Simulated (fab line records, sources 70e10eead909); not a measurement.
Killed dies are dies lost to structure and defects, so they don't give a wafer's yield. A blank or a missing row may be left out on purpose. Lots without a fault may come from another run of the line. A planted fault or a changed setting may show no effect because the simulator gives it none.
Which tool did it? | flow nand_harc | 6 lots, 18 wafers sampled, at 2 steps of a route of 1159

WHAT THE GAUGES READ, wafer by wafer
NHARC_P_BONDPAD_OVL_MEAS_38.
lot  | measured     | on         | overlay_x_nm (nm)
L107 | day 7 04:14  | overlay-02 | 6 6 6
L111 | day 7 11:41  | overlay-01 | 9 9 9
L113 | day 8 12:18  | overlay-01 | 3 4 4
L115 | day 8 20:01  | overlay-02 | -6 -6 -7
L117 | day 10 05:28 | overlay-02 | 1 1 0
L121 | day 10 16:29 | overlay-02 | -1 -1 -1

WHICH TOOL RAN EACH LOT (tool, then ch and the chambers of the sampled wafers, then the start)
lot  | NHARC_P_M2_CMP_23
L107 | cmp-03 ch 0,2,3, day 7 01:53
L111 | cmp-03 ch 0,2,3, day 7 09:25
L113 | cmp-02 ch 0,1,3, day 8 10:05
L115 | cmp-03 ch 1,2, day 8 17:40
L117 | cmp-04 ch 1,2,3, day 10 03:01
L121 | cmp-04 ch 0,2,3, day 10 13:56
- NHARC_P_M2_CMP_23: polishes, t overpolish 20 s, target thk 144.3 nm.

THE ANSWER, worked out from the rows above alone
Rule: what is usual is taken from the lots themselves. Put in order of their means at a reading, lots are off if they are a third of the lots or fewer, leave a main group of 4 or more, and stand apart from it by a gap of 3 or more times the standard deviation of the main group's means; of several such gaps the widest counts. A main group whose means are all the same, to the digits that the tables above print for the reading, isn't used. A lot without any number at a reading at which 4 lots or more have one is off too. The other lots that the step has rows for count as sound.
No lot is off at any reading shown: from this, nothing can be told.

WHAT THE SIMULATOR HAD PUT IN
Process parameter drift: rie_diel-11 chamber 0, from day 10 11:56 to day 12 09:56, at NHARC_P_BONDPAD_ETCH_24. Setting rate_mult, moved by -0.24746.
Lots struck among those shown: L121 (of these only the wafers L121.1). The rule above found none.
